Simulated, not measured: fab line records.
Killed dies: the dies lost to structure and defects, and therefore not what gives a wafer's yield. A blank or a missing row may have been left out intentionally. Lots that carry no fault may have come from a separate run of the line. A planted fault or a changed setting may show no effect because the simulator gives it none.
fab line records | flow nandHarc
record: lots: 12 | wafers: 36 | lastDay: 34
route steps=1302 shown P_START@1 P_ZERO_WELL@56
lots that met no fault: from a run of the same line without faults
startH: hours from the record's first day to the start of the lot's first wafer shown | waitH: hours from the lot's prior step to this one | " identical to the entry in the row above | L1.1+2: one row covering several wafers at once | - either no value or no given start | * or withheld: withheld | < > ~ a bound
route shown NAME@n: NAME is a module with steps in the file, n the number in the route of the first one | usual: mean and standard deviation over wafers with no fault | same: alike in all rows | chamber/n: place in a boat | sites: the reading at each site | _std_site: their standard deviation | _edge_site: inner sites' mean taken away from outer sites' mean | radiusMm: for every site, how far away it sits from the centre of the wafer | mask NAME#n: copy n | behind: tool/chamber where the wafer was last shaped | hold: what put the lot on hold/how long, in hours/how the hold closed | device: the transistor (n, p or np) that didn't switch | end of line: the same wafers' tests at the end of the route | step lacking rows: just its recipe | killed: not the wafer's yield, but the dies lost to structure and defects at the first sort | map: dies across one wafer; x = killed, . = not, _ = none there
set.NAME: setting as actually run; set.NAME@STEP: the setting as run at that earlier step | model.NAME: the simulator's own value behind a step, which no gauge read
one table for each step of the route and one row for each wafer, over a sample of lots
services: when a tool's chamber went out of use (startH, in hours from the record's first day, below 0 if earlier), for how many hours, and the reason
== steps ==
step: NHARC_P_START_INSPECT_01
usual: rawDefectCount: 3.5/1.9
lot.wafer | tool             | chamber | startH | waitH | rawDefectCount
L378.2    | defectInspect-01 | -       | 20.04  | -     | 5
L378.4    | "                | -       | "      | "     | 4
L378.5    | "                | -       | "      | "     | 5
L379.2    | defectInspect-01 | -       | 30.04  | -     | 2
L379.3    | "                | -       | "      | "     | 4
L379.5    | "                | -       | "      | "     | 5
L380.1    | defectInspect-02 | -       | 40.03  | -     | 4
L380.2    | "                | -       | "      | "     | 4
L380.4    | "                | -       | "      | "     | 10
L381.2    | defectInspect-02 | -       | 50.04  | -     | 3
L381.4    | "                | -       | "      | "     | 0
L381.6    | "                | -       | "      | "     | 2
L382.2    | defectInspect-01 | -       | 60.04  | -     | 5
L382.3    | "                | -       | "      | "     | 2
L382.6    | "                | -       | "      | "     | 5
L384.3    | defectInspect-01 | -       | 80.04  | -     | 3
L384.4    | "                | -       | "      | "     | 3
L384.6    | "                | -       | "      | "     | 1
L385.1    | defectInspect-01 | -       | 90.03  | -     | 3
L385.5    | "                | -       | "      | "     | 4
L385.6    | "                | -       | "      | "     | 7
L386.2    | defectInspect-01 | -       | 100.04 | -     | 2
L386.5    | "                | -       | "      | "     | 4
L386.6    | "                | -       | "      | "     | 5
L393.2    | defectInspect-02 | -       | 170.04 | -     | 5
L393.3    | "                | -       | "      | "     | 3
L393.6    | "                | -       | "      | "     | 2
L394.1    | defectInspect-01 | -       | 180.04 | -     | 2
L394.2    | "                | -       | "      | "     | 1
L394.6    | "                | -       | "      | "     | 2
L400.1    | defectInspect-01 | -       | 240.04 | -     | 3
L400.3    | "                | -       | "      | "     | 4
L400.4    | "                | -       | "      | "     | 2
L401.2    | defectInspect-02 | -       | 250.05 | -     | 1
L401.5    | "                | -       | "      | "     | 3
L401.6    | "                | -       | "      | "     | 3
step: NHARC_P_ZERO_WELL_EXPOSE_49
recipe: na: 0.6 | targetCdNm: 2000 | doseMj: 22.64 | maskId: P_HVPW
usual: stageVelMmS: 499.99/0.24
lot.wafer | tool          | chamber | startH | waitH | mask        | stageVelMmS
L378.2    | krfScanner-02 | 0       | 25.61  | -     | P_HVPW#0    | 500.15
L378.4    | "             | 0       | "      | "     | P_HVPW#0    | 500.22
L378.5    | "             | 0       | "      | "     | P_HVPW#0    | 500.01
L379.2    | krfScanner-03 | 0       | 35.34  | -     | P_HVPW#0    | 500.23
L379.3    | "             | 0       | "      | "     | P_HVPW#0    | 499.94
L379.5    | "             | 0       | "      | "     | P_HVPW#0    | 499.79
L380.1    | krfScanner-01 | 0       | 45.49  | -     | P_HVPW#0    | 499.97
L380.2    | "             | 0       | "      | "     | P_HVPW#0    | 499.93
L380.4    | "             | 0       | "      | "     | P_HVPW#0    | 499.71
L381.2    | krfScanner-01 | 0       | 55.71  | -     | P_HVPW#0    | 499.54
L381.4    | "             | 0       | "      | "     | P_HVPW#0    | 499.46
L381.6    | "             | 0       | "      | "     | P_HVPW#0    | 499.60
L382.2    | krfScanner-01 | 0       | 65.69  | -     | P_HVPW#0    | 500.31
L382.3    | "             | 0       | "      | "     | P_HVPW#0    | 500.05
L382.6    | "             | 0       | "      | "     | P_HVPW#0    | 499.96
L384.3    | krfScanner-03 | 0       | 85.76  | -     | P_HVPW#0    | 500.15
L384.4    | "             | 0       | "      | "     | P_HVPW#0    | 500.36
L384.6    | "             | 0       | "      | "     | P_HVPW#0    | 500.15
L385.1    | krfScanner-03 | 0       | 95.45  | -     | P_HVPW#0    | 499.50
L385.5    | "             | 0       | "      | "     | P_HVPW#0    | 500.03
L385.6    | "             | 0       | "      | "     | P_HVPW#0    | 499.58
L386.2    | krfScanner-03 | 0       | 108.27 | -     | P_HVPW#0    | 500.22
L386.5    | "             | 0       | "      | "     | P_HVPW#0    | 500.03
L386.6    | "             | 0       | "      | "     | P_HVPW#0    | 499.90
L393.2    | krfScanner-03 | 0       | 175.98 | -     | P_HVPW_R1#0 | 500.05
L393.3    | "             | 0       | "      | "     | P_HVPW_R1#0 | 500.19
L393.6    | "             | 0       | "      | "     | P_HVPW_R1#0 | 500.13
L394.1    | krfScanner-03 | 0       | 185.97 | -     | P_HVPW#0    | 499.87
L394.2    | "             | 0       | "      | "     | P_HVPW#0    | 499.99
L394.6    | "             | 0       | "      | "     | P_HVPW#0    | 499.53
L400.1    | krfScanner-02 | 0       | 245.45 | -     | P_HVPW#0    | 500.25
L400.3    | "             | 0       | "      | "     | P_HVPW#0    | 500.33
L400.4    | "             | 0       | "      | "     | P_HVPW#0    | 499.96
L401.2    | krfScanner-03 | 0       | 255.61 | -     | P_HVPW#0    | 500.27
L401.5    | "             | 0       | "      | "     | P_HVPW#0    | 499.94
L401.6    | "             | 0       | "      | "     | P_HVPW#0    | 500.04
step: NHARC_P_ZERO_WELL_CD_MEAS_52
recipe: targetCdNm: 2000 | landingEnergyEv: 500
usual: cdNm: 1999.0/1.6
lot.wafer | tool     | chamber | startH | waitH | cdNm
L378.2    | cdSem-01 | 0       | 25.76  | -     | 1999.4
L378.4    | "        | 0       | "      | "     | 1997.1
L378.5    | "        | 0       | "      | "     | 1998.7
L379.2    | cdSem-02 | 0       | 35.49  | -     | 1999.6
L379.3    | "        | 0       | "      | "     | 1999.9
L379.5    | "        | 0       | "      | "     | 2002.0
L380.1    | cdSem-02 | 0       | 45.64  | -     | 1997.9
L380.2    | "        | 0       | "      | "     | 1998.6
L380.4    | "        | 0       | "      | "     | 1999.2
L381.2    | cdSem-01 | 0       | 55.87  | -     | 1997.6
L381.4    | "        | 0       | "      | "     | 1999.3
L381.6    | "        | 0       | "      | "     | 1997.7
L382.2    | cdSem-03 | 0       | 65.84  | -     | 1998.0
L382.3    | "        | 0       | "      | "     | 1999.5
L382.6    | "        | 0       | "      | "     | 1996.2
L384.3    | cdSem-02 | 0       | 85.91  | -     | 1998.0
L384.4    | "        | 0       | "      | "     | 1998.7
L384.6    | "        | 0       | "      | "     | 2001.5
L385.1    | cdSem-03 | 0       | 95.60  | -     | 1999.1
L385.5    | "        | 0       | "      | "     | 2000.0
L385.6    | "        | 0       | "      | "     | 1999.3
L386.2    | cdSem-01 | 0       | 108.42 | -     | 1999.7
L386.5    | "        | 0       | "      | "     | 1999.8
L386.6    | "        | 0       | "      | "     | 1998.5
L393.2    | cdSem-03 | 0       | 176.13 | -     | 1973.9
L393.3    | "        | 0       | "      | "     | 1971.7
L393.6    | "        | 0       | "      | "     | 1972.3
L394.1    | cdSem-02 | 0       | 186.13 | -     | 1997.8
L394.2    | "        | 0       | "      | "     | 1998.2
L394.6    | "        | 0       | "      | "     | 1999.4
L400.1    | cdSem-02 | 0       | 245.60 | -     | 1996.7
L400.3    | "        | 0       | "      | "     | 1997.3
L400.4    | "        | 0       | "      | "     | 2000.1
L401.2    | cdSem-02 | 0       | 255.76 | -     | 1998.4
L401.5    | "        | 0       | "      | "     | 1997.8
L401.6    | "        | 0       | "      | "     | 1998.9
step: NHARC_P_ZERO_WELL_DESCUM_54
recipe: timeS: 3 | o2FlowSccm: 200 | arFlowSccm: 0 | biasPowerW: 0 | chemistry: O2
usual: chamberPressureMTorr: 60.00/0.057 | drypumpMotorCurrentA: 5.6/0.47 | oesProductAu: 1.000/0.011 | rfVppV: 57.7/0.94 | showerheadPlenumPTorr: 1.89/0.1 | throttleValvePct: 11.312/0.0092
lot.wafer | tool       | chamber | startH | waitH | chamberPressureMTorr | drypumpMotorCurrentA | oesProductAu | rfHoursCounterH | rfVppV | showerheadPlenumPTorr | throttleValvePct
L378.2    | rieDiel-11 | 3       | 25.95  | -     | 59.98                | 5.2                  | 0.985        | 37              | 56.2   | 1.76                  | 11.317
L378.4    | "          | 0       | "      | "     | 59.99                | 5.7                  | 0.998        | 37              | 57.0   | 1.81                  | 11.331
L378.5    | "          | 1       | "      | "     | 59.98                | 5.7                  | 0.993        | -               | 58.7   | 1.88                  | 11.299
L379.2    | rieDiel-11 | 0       | 35.66  | -     | 60.06                | 5.7                  | 1.002        | 39              | 60.0   | 1.80                  | 11.305
L379.3    | "          | 2       | "      | "     | 59.97                | 5.8                  | 0.980        | 45              | 57.8   | 2.06                  | 11.313
L379.5    | "          | 0       | "      | "     | 60.04                | 5.7                  | 1.001        | -               | 57.6   | 1.80                  | 11.325
L380.1    | rieDiel-04 | 1       | 45.80  | -     | 59.98                | 5.0                  | 1.010        | 13              | 58.7   | 2.02                  | 11.318
L380.4    | "          | 2       | "      | "     | 60.05                | 5.3                  | 0.993        | 15              | 57.5   | 1.81                  | 11.293
L380.2    | "          | 0       | "      | "     | 59.93                | 6.2                  | 0.987        | 12              | 56.7   | 1.97                  | 11.318
L381.2    | rieDiel-11 | 0       | 56.06  | -     | 59.93                | 5.7                  | 0.990        | 46              | 56.5   | 1.80                  | 11.313
L381.4    | "          | 1       | "      | "     | 59.98                | 5.7                  | 0.992        | -               | 58.1   | 1.88                  | 11.306
L381.6    | "          | 0       | "      | "     | 60.03                | 5.7                  | 0.995        | -               | 56.6   | 1.80                  | 11.312
L382.2    | rieDiel-11 | 0       | 66.00  | -     | 60.06                | 5.7                  | 0.983        | 51              | 58.1   | 1.80                  | 11.303
L382.3    | "          | 1       | "      | "     | 60.01                | 5.7                  | 0.988        | 54              | 57.6   | 1.88                  | 11.315
L382.6    | "          | 0       | "      | "     | 59.93                | 5.7                  | 0.989        | -               | 57.4   | 1.80                  | 11.309
L384.3    | rieDiel-13 | 2       | 86.08  | -     | 59.98                | 5.6                  | 1.013        | 23              | 57.7   | 2.01                  | 11.310
L384.4    | "          | 1       | "      | "     | 60.13                | 5.1                  | 0.999        | -               | 58.5   | 1.78                  | 11.308
L384.6    | "          | 3       | "      | "     | 59.84                | 6.4                  | 1.012        | -               | 57.4   | 1.81                  | 11.298
L385.1    | rieDiel-13 | 2       | 95.79  | -     | 59.88                | 5.6                  | 0.992        | 26              | 57.8   | 2.01                  | 11.312
L385.5    | "          | 0       | "      | "     | 59.98                | 6.1                  | 0.999        | -               | 58.3   | 1.94                  | 11.312
L385.6    | "          | 1       | "      | "     | 60.08                | 5.1                  | 0.995        | -               | 58.5   | 1.78                  | 11.303
L386.2    | rieDiel-13 | 1       | 108.59 | -     | 60.09                | 5.1                  | 1.008        | 32              | 56.4   | 1.78                  | 11.308
L386.5    | "          | 1       | "      | "     | 60.05                | 5.1                  | 0.997        | -               | 56.3   | 1.78                  | 11.317
L386.6    | "          | 2       | "      | "     | 60.05                | 5.6                  | 1.007        | -               | 59.1   | 2.00                  | 11.313
L393.2    | rieDiel-04 | 2       | 176.30 | -     | 60.00                | 5.3                  | 0.994        | 61              | 57.8   | 1.79                  | 11.316
L393.3    | "          | 0       | "      | "     | 59.90                | 6.2                  | 0.994        | 62              | 58.4   | 1.96                  | 11.302
L393.6    | "          | 1       | "      | "     | 59.97                | 5.0                  | 1.008        | -               | 58.3   | 2.00                  | 11.310
L394.2    | rieDiel-13 | 0       | 186.30 | -     | 60.00                | 6.1                  | 1.009        | 2               | 58.2   | 1.93                  | 11.312
L394.1    | "          | 2       | "      | "     | 59.99                | 5.6                  | 0.998        | 3               | 58.7   | 2.00                  | 11.315
L394.6    | "          | 1       | "      | "     | 59.90                | 5.2                  | 1.014        | -               | 59.1   | 2.08                  | 11.294
L400.4    | rieDiel-04 | 1       | 245.76 | -     | 60.01                | 5.0                  | 0.993        | 18              | 58.8   | 2.00                  | 11.322
L400.1    | "          | 3       | "      | "     | 60.00                | 5.2                  | 0.985        | 15              | 58.5   | 1.82                  | 11.310
L400.3    | "          | 0       | "      | "     | 60.03                | 6.2                  | 0.995        | 17              | 58.2   | 1.95                  | 11.312
L401.2    | rieDiel-04 | 1       | 255.92 | -     | 60.04                | 5.0                  | 0.993        | 21              | 57.9   | 1.99                  | 11.299
L401.5    | "          | 1       | "      | "     | 60.04                | 5.0                  | 0.999        | -               | 56.8   | 1.99                  | 11.313
L401.6    | "          | 2       | "      | "     | 60.04                | 5.3                  | 0.986        | -               | 57.9   | 1.79                  | 11.308
step: NHARC_P_ZERO_WELL_RTA_42
recipe: tempC: 1100 | timeS: 300
usual: lampPowerPct: 39/4.3 | lamp_zone_2_pct: 39/4.3 | lamp_zone_6_pct: 39/4.3 | wafer_temp_C_max: 1106.0/1.4
lot.wafer | tool         | chamber | startH | waitH | lampPowerPct | lamp_zone_2_pct | lamp_zone_6_pct | wafer_temp_C_max
L378.2    | rtpAnneal-01 | 0       | 27.00  | -     | 36           | 36              | 36              | 1105.8
L378.4    | "            | 0       | "      | "     | 36           | 36              | 36              | 1106.1
L378.5    | "            | 0       | "      | "     | 36           | 36              | 36              | 1104.9
L379.2    | rtpAnneal-01 | 0       | 36.73  | -     | 36           | 36              | 36              | 1105.2
L379.3    | "            | 0       | "      | "     | 36           | 36              | 36              | 1105.1
L379.5    | "            | 0       | "      | "     | 36           | 36              | 36              | 1106.3
L380.1    | rtpAnneal-01 | 0       | 46.79  | -     | 36           | 36              | 36              | 1105.2
L380.2    | "            | 0       | "      | "     | 36           | 36              | 36              | 1104.9
L380.4    | "            | 0       | "      | "     | 36           | 36              | 36              | 1105.5
L381.2    | rtpAnneal-01 | 0       | 57.14  | -     | 36           | 36              | 36              | 1105.4
L381.4    | "            | 0       | "      | "     | 36           | 36              | 36              | 1105.7
L381.6    | "            | 0       | "      | "     | 36           | 36              | 36              | 1105.2
L382.2    | rtpAnneal-02 | 0       | 67.15  | -     | 45           | 45              | 45              | 1108.2
L382.3    | "            | 0       | "      | "     | 45           | 45              | 45              | 1107.6
L382.6    | "            | 0       | "      | "     | 45           | 45              | 45              | 1109.5
L384.3    | rtpAnneal-01 | 0       | 87.28  | -     | 36           | 36              | 36              | 1106.4
L384.4    | "            | 0       | "      | "     | 36           | 36              | 36              | 1107.5
L384.6    | "            | 0       | "      | "     | 36           | 36              | 36              | 1105.4
L385.1    | rtpAnneal-01 | 0       | 96.74  | -     | 36           | 36              | 36              | 1106.1
L385.5    | "            | 0       | "      | "     | 36           | 36              | 36              | 1107.3
L385.6    | "            | 0       | "      | "     | 36           | 36              | 36              | 1106.7
L386.2    | rtpAnneal-01 | 0       | 109.69 | -     | 36           | 36              | 36              | 1105.2
L386.5    | "            | 0       | "      | "     | 36           | 36              | 36              | 1106.1
L386.6    | "            | 0       | "      | "     | 36           | 36              | 36              | 1104.6
L393.2    | rtpAnneal-01 | 0       | 177.38 | -     | 36           | 36              | 36              | 1104.5
L393.3    | "            | 0       | "      | "     | 36           | 36              | 36              | 1106.4
L393.6    | "            | 0       | "      | "     | 36           | 36              | 36              | 1105.0
L394.1    | rtpAnneal-01 | 0       | 187.27 | -     | 36           | 36              | 36              | 1103.8
L394.2    | "            | 0       | "      | "     | 36           | 36              | 36              | 1106.0
L394.6    | "            | 0       | "      | "     | 36           | 36              | 36              | 1106.0
L400.1    | rtpAnneal-01 | 0       | 246.74 | -     | 36           | 36              | 36              | 1107.5
L400.3    | "            | 0       | "      | "     | 36           | 36              | 36              | 1104.6
L400.4    | "            | 0       | "      | "     | 36           | 36              | 36              | 1106.0
L401.2    | rtpAnneal-02 | 0       | 257.01 | -     | 45           | 45              | 45              | 1106.4
L401.5    | "            | 0       | "      | "     | 45           | 45              | 45              | 1106.4
L401.6    | "            | 0       | "      | "     | 45           | 45              | 45              | 1106.7
== services ==
tool          | chamber | startH | hours | kind
krfScanner-01 | -       | 11.17  | 0.2   | repair
rieDiel-13    | 2       | 22.16  | 1.9   | repair
rieDiel-13    | 1       | 34.88  | 11.3  | repair
rieDiel-13    | 2       | 51.26  | 6.4   | repair
krfScanner-03 | -       | 52.00  | 4.0   | pm
rieDiel-11    | 2       | 52.70  | 11.1  | repair
rieDiel-13    | 2       | 59.85  | 6.7   | repair
rieDiel-11    | 2       | 64.91  | 4.5   | repair
rieDiel-13    | -       | 69.20  | 0.4   | repair
rieDiel-11    | 2       | 73.57  | 18.2  | repair
rieDiel-13    | 0       | 77.13  | 12.7  | repair
rieDiel-11    | -       | 80.00  | 9.0   | pm
krfScanner-03 | -       | 127.10 | 2.2   | repair
rieDiel-11    | 1       | 135.17 | 3.9   | repair
krfScanner-01 | -       | 140.00 | 4.0   | pm
rieDiel-04    | 1       | 149.06 | 4.5   | repair
krfScanner-03 | -       | 149.29 | 0.6   | repair
rieDiel-13    | -       | 166.90 | 9.0   | pm
rieDiel-04    | 1       | 167.24 | 5.7   | repair
rieDiel-04    | -       | 177.96 | 9.0   | pm
rieDiel-13    | 1       | 205.60 | 3.9   | repair
krfScanner-03 | -       | 224.00 | 4.0   | pm
rieDiel-04    | -       | 235.67 | 0.9   | repair
rieDiel-11    | -       | 257.00 | 9.0   | pm
== key ==
firstSign: step: NHARC_P_ZERO_WELL_EXPOSE_49 | reading: mask | direction: changed
effect: step: NHARC_P_ZERO_WELL_CD_MEAS_52 | reading: cdNm | direction: down | sigmas: 16 | usual: 1999.0 | struck: 1972.6
metAt NHARC_P_ZERO_WELL_EXPOSE_49
struckLots L393
testerLeftOut L393
notActingAt NHARC_P_START_INSPECT_01,NHARC_P_ZERO_WELL_DESCUM_54,NHARC_P_ZERO_WELL_RTA_42
onsetBetween 108.27 175.98
fault: kind: wrongMask | tool: any | chamber: - | onsetH: 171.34 | steps: NHARC_P_ZERO_WELL_EXPOSE_49 | auxCopy: P_HVPW_R1#0 | cdOffsetNm: -25.496 | scope: struckLotsOnly
testerLeftOut: of these lots the tester's yield and bins aren't shown, on N5 and GAA mostly nor the transistor test; their killed dies are dies lost to structure and defects alone, not to doping, threshold or leakage, so they don't give the yield
